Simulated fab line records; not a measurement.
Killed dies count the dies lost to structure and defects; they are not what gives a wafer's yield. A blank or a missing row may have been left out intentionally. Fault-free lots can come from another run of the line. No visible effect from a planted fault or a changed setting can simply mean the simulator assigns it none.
fab line records -- flow n5_finfet
[record] lots = 6, wafers = 18, last_day = 18
route steps=1938 shown BEOL_M14@1758 PASSIVATION@1936
lots that met no fault: taken from a fault-free run of the same line
start_h: hours from the record's opening day to when the first of the lot's shown wafers began -- wait_h: time in hours since the lot's previous step -- " unchanged from the row above -- L1.1+2: a row that stands for several wafers -- - no value, or no start was given -- * or withheld: withheld -- < > ~ a bound
route shown NAME@n: names a module that has steps shown in the file, with the first one's number in the route -- usual: mean and standard deviation over wafers with no fault -- same: alike in all rows -- chamber/n: place in a boat -- sites: readings site by site -- _std_site: the values' standard deviation -- _edge_site: mean of outer sites minus mean of inner sites -- radius_mm: how far each site lies from the wafer's centre -- mask NAME#n: copy n -- behind: the most recent tool/chamber to have shaped the wafer -- hold: reason for holding the lot/hours on hold/outcome of the hold -- device: which transistor (n, p or np) failed to switch -- end of line: the same wafers' tests at the end of the route -- step lacking rows: just its recipe -- killed: dies that structure and defects cost at the first sort, which is not the same as the wafer's yield -- map: the dies of a wafer, with x for killed, . for not killed, _ for no die there
set.NAME: the setting as run; set.NAME@STEP: as run at that earlier step -- model.NAME: the simulator's own value behind a step, which no gauge read
lots at some steps of the route; a table a step, a row a wafer
services: when a tool's chamber went out of use (start_h, in hours from the record's first day, below 0 if earlier), for how many hours, and the reason
[[steps]]
[step N5_BEOL_M14_PRECLEAN_39]
[recipe] chemistry = residue_remover, time_s = 60, temp_c = 40
[step N5_BEOL_M14_SRD_40]
[recipe] time_s = 30, temp_c = 23, rinse_liquid = diw, dry = n2_spin, spin_rpm = 1500, dry_time_s = 30
[step N5_BEOL_M14_DEGAS_41]
[recipe] ambient = vacuum, temp_c = 300, time_s = 60
[usual] heater_power_w = 479/56
lot.wafer,tool,chamber,start_h,wait_h,heater_power_w
L594.1,pvd_sputter-03,-,270.04,0.7,504
L594.4,pvd_sputter-03,-,270.04,0.7,411
L594.6,pvd_sputter-03,-,270.04,0.7,439
L597.1,pvd_sputter-03,-,292.64,0.1,502
L597.2,pvd_sputter-03,-,292.64,0.1,415
L597.6,pvd_sputter-03,-,292.64,0.1,505
L606.1,pvd_sputter-02,-,335.74,0.3,394
L606.3,pvd_sputter-02,-,335.74,0.3,441
L606.6,pvd_sputter-02,-,335.74,0.3,387
L607.1,pvd_sputter-01,-,340.62,0.3,514
L607.4,pvd_sputter-01,-,340.62,0.3,439
L607.6,pvd_sputter-01,-,340.62,0.3,502
L608.1,pvd_sputter-02,-,360.14,0.3,441
L608.2,pvd_sputter-02,-,360.14,0.3,517
L608.6,pvd_sputter-02,-,360.14,0.3,529
L614.3,pvd_sputter-03,-,401.26,0.4,500
L614.5,pvd_sputter-03,-,401.26,0.4,441
L614.6,pvd_sputter-03,-,401.26,0.4,493
[step N5_BEOL_M14_PRE_CLEAN_42]
[recipe] gas = H2/He, time_s = 30, temp_c = 300
[step N5_BEOL_M14_SPUTTER_43]
[recipe] material = TaN, target_thk_a = 150, temp_c = 50, bias_v = 168.6, power_w = 15000, chamber_pressure_pa = 0.12, time_s = 24.19
[usual] bias_v = 168.5/1.6, substrate_temp_c = 50.00/0.13, throttle_valve_pct = 29.6/1.2
lot.wafer,tool,chamber,start_h,wait_h,bias_v,substrate_temp_c,throttle_valve_pct
L594.1,pvd_sputter-03,-,270.12,0.0,167.9,50.05,30.4
L594.4,pvd_sputter-03,-,270.12,0.0,170.1,49.84,27.8
L594.6,pvd_sputter-03,-,270.12,0.0,166.4,50.04,30.4
L597.1,pvd_sputter-03,-,292.72,0.0,164.5,49.91,30.1
L597.2,pvd_sputter-03,-,292.72,0.0,168.8,49.90,27.8
L597.6,pvd_sputter-03,-,292.72,0.0,167.1,49.98,30.0
L606.1,pvd_sputter-02,-,335.82,0.0,170.5,49.94,29.3
L606.3,pvd_sputter-02,-,335.82,0.0,169.3,49.89,31.0
L606.6,pvd_sputter-02,-,335.82,0.0,169.8,49.90,29.1
L607.1,pvd_sputter-01,-,340.70,0.0,169.1,49.86,31.0
L607.4,pvd_sputter-01,-,340.70,0.0,166.5,49.96,29.5
L607.6,pvd_sputter-01,-,340.70,0.0,167.3,50.04,28.2
L608.1,pvd_sputter-02,-,360.22,0.0,170.6,50.03,30.8
L608.2,pvd_sputter-02,-,360.22,0.0,169.0,49.90,31.2
L608.6,pvd_sputter-02,-,360.22,0.0,171.1,49.86,31.3
L614.3,pvd_sputter-03,-,401.34,0.0,169.0,50.04,30.2
L614.5,pvd_sputter-03,-,401.34,0.0,169.3,50.15,31.0
L614.6,pvd_sputter-03,-,401.34,0.0,169.6,50.00,30.0
[step N5_BEOL_M14_SPUTTER_44]
[recipe] material = Ta, target_thk_a = 150, temp_c = 50, bias_v = 80, power_w = 15000, chamber_pressure_pa = 0.07, time_s = 24.19
[step N5_BEOL_M14_SPUTTER_45]
[recipe] material = Cu, target_thk_a = 1000, temp_c = -20, bias_v = 60, power_w = 26000, chamber_pressure_pa = 0.13, time_s = 16.67
[usual] bias_v = 60.0/0.61, substrate_temp_c = -20.01/0.11, throttle_valve_pct = 29.7/1.3
lot.wafer,tool,chamber,start_h,wait_h,bias_v,substrate_temp_c,throttle_valve_pct
L594.1,pvd_sputter-03,-,270.28,0.0,59.9,-20.20,30.5
L594.4,pvd_sputter-03,-,270.28,0.0,60.8,-20.15,28.0
L594.6,pvd_sputter-03,-,270.28,0.0,60.5,-19.96,30.9
L597.1,pvd_sputter-03,-,292.88,0.0,60.9,-20.10,30.3
L597.2,pvd_sputter-03,-,292.88,0.0,59.9,-20.09,28.1
L597.6,pvd_sputter-03,-,292.88,0.0,59.6,-19.98,30.0
L606.1,pvd_sputter-02,-,335.98,0.0,60.6,-20.06,29.1
L606.3,pvd_sputter-02,-,335.98,0.0,61.5,-19.74,31.0
L606.6,pvd_sputter-02,-,335.98,0.0,59.6,-20.02,29.3
L607.1,pvd_sputter-01,-,340.86,0.0,60.4,-20.07,31.1
L607.4,pvd_sputter-01,-,340.86,0.0,60.3,-19.94,29.7
L607.6,pvd_sputter-01,-,340.86,0.0,61.4,-19.89,28.4
L608.1,pvd_sputter-02,-,360.38,0.0,59.5,-20.00,31.0
L608.2,pvd_sputter-02,-,360.38,0.0,60.3,-20.07,31.2
L608.6,pvd_sputter-02,-,360.38,0.0,59.7,-20.03,31.5
L614.3,pvd_sputter-03,-,401.50,0.0,61.3,-20.10,29.9
L614.5,pvd_sputter-03,-,401.50,0.0,60.1,-20.08,30.7
L614.6,pvd_sputter-03,-,401.50,0.0,59.9,-20.04,30.2
[step N5_BEOL_M14_ECD_47]
[recipe] material = Cu, target_thk_a = 12480
[step N5_BEOL_M14_ANNEAL_48]
[recipe] temp_c = 225, time_s = 90, ambient = N2
[usual] wafer_temp_C_max = 225.83/0.24
lot.wafer,tool,chamber,start_h,wait_h,wafer_temp_C_max
L594.1,rtp_anneal-02,0,270.70,0.3,225.88
L594.4,rtp_anneal-02,0,270.70,0.3,226.10
L594.6,rtp_anneal-02,0,270.70,0.3,225.95
L597.1,rtp_anneal-01,0,293.18,0.1,225.62
L597.2,rtp_anneal-01,0,293.18,0.1,225.87
L597.6,rtp_anneal-01,0,293.18,0.1,225.90
L606.1,rtp_anneal-02,0,336.29,0.1,225.85
L606.3,rtp_anneal-02,0,336.29,0.1,225.85
L606.6,rtp_anneal-02,0,336.29,0.1,225.81
L607.1,rtp_anneal-02,0,341.36,0.3,225.57
L607.4,rtp_anneal-02,0,341.36,0.3,225.92
L607.6,rtp_anneal-02,0,341.36,0.3,225.96
L608.1,rtp_anneal-02,0,360.79,0.2,225.56
L608.2,rtp_anneal-02,0,360.79,0.2,225.75
L608.6,rtp_anneal-02,0,360.79,0.2,225.36
L614.3,rtp_anneal-02,0,401.90,0.2,226.24
L614.5,rtp_anneal-02,0,401.90,0.2,226.16
L614.6,rtp_anneal-02,0,401.90,0.2,226.03
[step N5_BEOL_M14_CMP_49]
[recipe] stop_on = SiO2, t_overpolish_s = 5.2, down_force_psi = 2, platen_rpm = 80, clearing_platen_down_force_psi = 2, clearing_platen_rpm = 80, post_cmp_clean = cu_alkaline, target_thk_nm = 560, clearing_platen_pad_velocity_m_s = 1.5917, pad_velocity_m_s = 1.5917
[usual] barrier_field_endpoint_s = 11.43/0.3, motor_current_A = 8.0/1.2, overpolish_run_s = 5.200/0.0095, pad_life_wafers = 1068/520, slurry_flow_ml_min = 150.0/0.44, time_to_endpoint_s = 122/4.4
lot.wafer,tool,chamber,start_h,wait_h,barrier_field_endpoint_s,motor_current_A,overpolish_run_s,pad_life_wafers,slurry_flow_ml_min,time_to_endpoint_s
L594.1,cmp-02,2,271.07,0.3,11.50,8.5,5.219,32,150.1,123
L594.4,cmp-02,3,271.07,0.3,11.05,7.3,5.192,33,150.3,116
L594.6,cmp-02,0,271.07,0.3,11.43,6.2,5.202,-,150.3,123
L597.1,cmp-02,3,293.52,0.3,10.99,7.5,5.204,223,150.3,120
L597.2,cmp-02,0,293.52,0.3,11.49,6.4,5.200,224,149.8,125
L597.6,cmp-02,3,293.52,0.3,11.53,7.7,5.197,-,150.0,123
L606.1,cmp-02,1,336.60,0.3,11.43,8.1,5.193,612,150.0,121
L606.3,cmp-02,2,336.60,0.3,11.66,8.1,5.194,613,150.5,123
L606.6,cmp-02,2,336.60,0.3,11.95,8.1,5.209,-,150.1,131
L607.1,cmp-01,2,341.66,0.3,10.85,10.9,5.195,1044,150.4,118
L607.4,cmp-01,3,341.66,0.3,11.16,8.6,5.194,1045,150.3,122
L607.6,cmp-01,2,341.66,0.3,10.86,10.5,5.193,-,150.2,118
L608.2,cmp-03,1,361.16,0.3,11.95,8.2,5.192,1664,149.5,129
L608.1,cmp-03,2,361.16,0.3,11.88,5.9,5.216,1665,149.9,127
L608.6,cmp-03,0,361.16,0.3,11.94,7.3,5.202,-,150.4,126
L614.3,cmp-02,2,402.18,0.2,12.12,8.0,5.198,1142,149.1,131
L614.6,cmp-02,0,402.18,0.2,11.84,6.1,5.206,-,149.5,124
L614.5,cmp-02,1,402.18,0.2,11.69,8.3,5.182,-,150.7,123
[step N5_BEOL_M14_THK_MEAS_50]
[recipe] thk_meas_gauge = xrf, reads = Cu_of_BEOL_M14_ECD_47
[usual] M14_THK = 563/16
lot.wafer,tool,chamber,start_h,wait_h,M14_THK[nm]
L594.1,film_metro-01,-,271.29,-,571
L594.4,film_metro-01,-,271.29,-,564
L594.6,film_metro-01,-,271.29,-,544
L597.1,film_metro-02,-,293.77,-,552
L597.2,film_metro-02,-,293.77,-,566
L597.6,film_metro-02,-,293.77,-,580
L606.1,film_metro-01,-,336.89,-,545
L606.3,film_metro-01,-,336.89,-,577
L606.6,film_metro-01,-,336.89,-,575
L607.1,film_metro-01,-,341.96,-,542
L607.4,film_metro-01,-,341.96,-,582
L607.6,film_metro-01,-,341.96,-,558
L608.1,film_metro-02,-,361.38,-,584
L608.2,film_metro-02,-,361.38,-,548
L608.6,film_metro-02,-,361.38,-,551
L614.3,film_metro-02,-,402.40,-,571
L614.5,film_metro-02,-,402.40,-,568
L614.6,film_metro-02,-,402.40,-,556
[step N5_BEOL_M14_PRE_CLEAN_52]
[recipe] gas = NH3, time_s = 15, temp_c = withheld, rf_power_w = 300
[step N5_BEOL_M14_DEP_53]
[recipe] material = SiCN, target_thk_a = 500, temp_c = withheld, precursor = 3MS/NH3, pressure_torr = 3, rf_w = 675, time_s = 17.8
[usual] showerhead_plenum_p_Torr = 4.171/0.028, throttle_valve_pct = 17.5/0.78
lot.wafer,tool,chamber,start_h,wait_h,showerhead_plenum_p_Torr,since_wet_clean_h,throttle_valve_pct,model.SiCN_of_BEOL_M14_DEP_53.thk_nm
L594.1,pecvd-03,1,271.36,0.0,4.166,2063,18.4,49.4
L594.4,pecvd-03,2,271.36,0.0,4.203,-,17.0,50.6
L594.6,pecvd-03,1,271.36,0.0,4.161,-,18.6,51.2
L597.1,pecvd-01,1,293.84,0.0,4.160,1541,18.6,50.4
L597.2,pecvd-01,0,293.84,0.0,4.188,816,17.1,50
L597.6,pecvd-01,0,293.84,0.0,4.204,-,17.2,50.4
L606.1,pecvd-03,1,336.96,0.0,4.168,2128,18.5,51.2
L606.3,pecvd-03,2,336.96,0.0,4.181,649,17.2,50
L606.6,pecvd-03,0,336.96,0.0,4.191,-,16.8,50.2
L607.1,pecvd-04,0,342.02,0.0,4.135,1227,18.2,50
L607.4,pecvd-04,2,342.02,0.0,4.148,-,18.3,49.8
L607.6,pecvd-04,0,342.02,0.0,4.150,-,18.3,50.4
L608.1,pecvd-03,1,361.45,0.0,4.176,2153,18.4,51.2
L608.2,pecvd-03,2,361.45,0.0,4.201,674,17.1,51.6
L608.6,pecvd-03,1,361.45,0.0,4.167,-,18.4,50
L614.3,pecvd-01,0,402.46,0.0,4.202,925,17.2,50.2
L614.5,pecvd-01,1,402.46,0.0,4.164,-,18.5,51
L614.6,pecvd-01,2,402.46,0.0,4.123,-,16.9,50.4
[step N5_BEOL_M14_RS_MEAS_54]
[recipe] thk_meas_gauge = four-point-probe, reads = Cu_of_BEOL_M14_ECD_47+Ta_of_BEOL_M14_SPUTTER_44+TaN_of_BEOL_M14_SPUTTER_43
[usual] M14_RS = 0.0339/0.00093
lot.wafer,tool,chamber,start_h,wait_h,M14_RS[ohm/sq]
L594.1,film_metro-02,-,271.42,0.0,0.0331
L594.4,film_metro-02,-,271.42,0.0,0.0335
L594.6,film_metro-02,-,271.42,0.0,0.0349
L597.1,film_metro-02,-,293.90,0.0,0.0348
L597.2,film_metro-02,-,293.90,0.0,0.0338
L597.6,film_metro-02,-,293.90,0.0,0.0328
L606.1,film_metro-02,-,337.02,0.0,0.0348
L606.3,film_metro-02,-,337.02,0.0,0.0330
L606.6,film_metro-02,-,337.02,0.0,0.0330
L607.1,film_metro-02,-,342.09,0.0,0.0353
L607.4,film_metro-02,-,342.09,0.0,0.0330
L607.6,film_metro-02,-,342.09,0.0,0.0343
L608.1,film_metro-02,-,361.54,0.1,0.0332
L608.2,film_metro-02,-,361.54,0.1,0.0352
L608.6,film_metro-02,-,361.54,0.1,0.0349
L614.3,film_metro-02,-,402.53,0.1,0.0340
L614.5,film_metro-02,-,402.53,0.1,0.0342
L614.6,film_metro-02,-,402.53,0.1,0.0348
[step N5_PASSIVATION_PROBE_49]
[usual] defect_limited_yield = 91.0/1.5, killed_at_M0_to_M3 = 33/9.4, killed_at_M4_up = 14/4.8, killed_at_contacts = 13/7.3, killed_at_front_end = 43/13, killed_at_other = 3.6/2.9, killed_dies = 106/18, killed_on_rim = 14/4.2, killed_open = 69/13, killed_short = 35/8.2, sort_bin_5_function = 5.3/1, sort_bin_6_memory = 3.3/0.68, sort_n_pass = 1074/18, sort_yield_pct = 91.0/1.5
[same] gross_dies = 1180, killed_at_back_side = 0, sort_bin_4_leakage[%] = 0, sort_bin_8_speed[%] = 0
lot.wafer,tool,chamber,start_h,wait_h,defect_limited_yield[%],killed_at_M0_to_M3,killed_at_M4_up,killed_at_contacts,killed_at_front_end,killed_at_other,killed_dies,killed_on_rim,killed_open,killed_short,sort_bin_5_function[%],sort_bin_6_memory[%],sort_n_pass,sort_yield_pct[%]
L597.1,prober-01,-,317.03,0.0,92.8,20,16,2,46,1,85,9,49,27,3.6,2.6,1095,92.8
L597.2,prober-01,-,317.08,0.1,93.1,24,10,4,39,4,81,10,41,34,3.8,2.4,1099,93.1
L597.6,prober-01,-,317.28,0.3,91.6,46,11,2,36,4,99,18,69,26,4.3,3.6,1081,91.6
L607.1,prober-01,-,360.91,0.0,90.1,32,17,14,48,6,117,15,78,36,5.7,4.0,1063,90.1
L607.4,prober-01,-,361.06,0.2,90.3,42,19,10,42,1,114,13,71,41,5.6,3.9,1066,90.3
L607.6,prober-01,-,361.16,0.3,90.7,54,16,6,33,1,110,15,72,38,5.3,3.6,1070,90.7
// killed by level:class
L597.1 FIN_SAQP:geometric_particle:open=9 HKMG_FIN:area_etch=9 GATE_CUT:geometric_particle:open=6 BEOL_M0_SAQP:geometric_particle:short=5 BEOL_M4:geometric_particle:open=5 ILD0:geometric_particle:short=4 GATE_CUT:geometric_particle:short=4 BEOL_M0_SAQP:geometric_particle:open=4
L597.2 BEOL_M0_SAQP:geometric_particle:short=8 HKMG_FIN:area_etch=6 FIN_SAQP:geometric_particle:short=5 GATE_CUT:geometric_particle:short=5 FIN_SAQP:geometric_particle:open=4 STI_FIN_REVEAL:geometric_particle:open=4 BEOL_M4:geometric_particle:open=4 DUMMY_GATE:geometric_particle:open=4
L597.6 BEOL_M1:geometric_particle:open=18 BEOL_M3:geometric_particle:open=9 FIN_SAQP:geometric_particle:open=8 BEOL_M4:geometric_particle:open=7 BEOL_M2:geometric_particle:open=6 BEOL_M0_SAQP:geometric_particle:open=5 FIN_SAQP:geometric_particle:short=4 GATE_CUT:geometric_particle:open=4
L607.1 STI_FIN_REVEAL:geometric_particle:open=15 BEOL_M3:geometric_particle:open=13 MOL_CONTACT_COAG:geometric_particle:open=11 BEOL_M4:geometric_particle:open=9 STI_FIN_REVEAL:geometric_particle:short=6 BEOL_M0_SAQP:geometric_particle:open=6 DUMMY_GATE:geometric_particle:open=5 DUMMY_GATE:geometric_particle:short=4
L607.4 BEOL_M3:geometric_particle:open=14 FIN_SAQP:geometric_particle:short=10 STI_FIN_REVEAL:geometric_particle:open=10 BEOL_M2:geometric_particle:open=9 BEOL_M4:geometric_particle:open=8 FIN_SAQP:geometric_particle:open=7 MOL_CONTACT_COAG:geometric_particle:open=7 BEOL_M3:geometric_particle:short=7
L607.6 BEOL_M3:geometric_particle:open=19 BEOL_M2:geometric_particle:open=10 BEOL_M4:geometric_particle:open=9 BEOL_M0_SAQP:geometric_particle:short=8 STI_FIN_REVEAL:geometric_particle:open=7 BEOL_M3:geometric_particle:short=7 FIN_SAQP:geometric_particle:short=6 DUMMY_GATE:geometric_particle:open=6
[[services]]
tool,chamber,start_h,hours,kind
pecvd-03,2,248.24,-,calibration
pecvd-01,-,255.43,0.8,repair
cmp-02,-,263.21,4.0,pm
cmp-02,-,267.21,-,consumable_replace:conditioner
cmp-02,-,267.21,-,consumable_replace:pad
pecvd-03,0,272.97,3.5,repair
pvd_sputter-02,-,288.76,8.9,repair
cmp-03,-,297.84,1.4,repair
cmp-01,-,302.21,1.4,repair
pecvd-04,-,307.35,2.8,pm
pecvd-03,1,319.66,12.4,repair
pvd_sputter-01,-,326.48,1.0,repair
cmp-03,-,329.41,1.3,repair
pecvd-01,-,330.04,1.3,repair
pecvd-03,0,339.32,30.1,repair
pecvd-03,1,341.31,2.1,scheduled_down
pvd_sputter-01,-,367.91,3.0,repair
cmp-03,-,368.18,1.9,repair
pecvd-03,1,383.62,-,clean
pecvd-03,1,383.62,-,consumable_replace:showerhead
pecvd-03,1,383.62,29.0,scheduled_down
cmp-03,-,393.14,0.6,repair
pecvd-04,-,398.25,0.9,repair
pecvd-03,-,398.42,6.0,pm
[[key]]
first_sign none at tools or gauges
[model_effect] step = N5_BEOL_M14_DEP_53, value = SiCN_of_BEOL_M14_DEP_53.thk_nm, without = 49.33, struck = 51.33
met_at N5_BEOL_M14_DEP_53
struck_wafers L606.1,L608.1,L608.2
onset_between 271.36 336.96
[fault] kind = process_parameter_drift, tool = pecvd-03, chamber = -, onset_h = 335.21, steps = N5_BEOL_M14_DEP_53, channel = time_s, offset = *, shape = step, end_h = 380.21, scope = struck_wafers_only, acts_in = *, stated = *
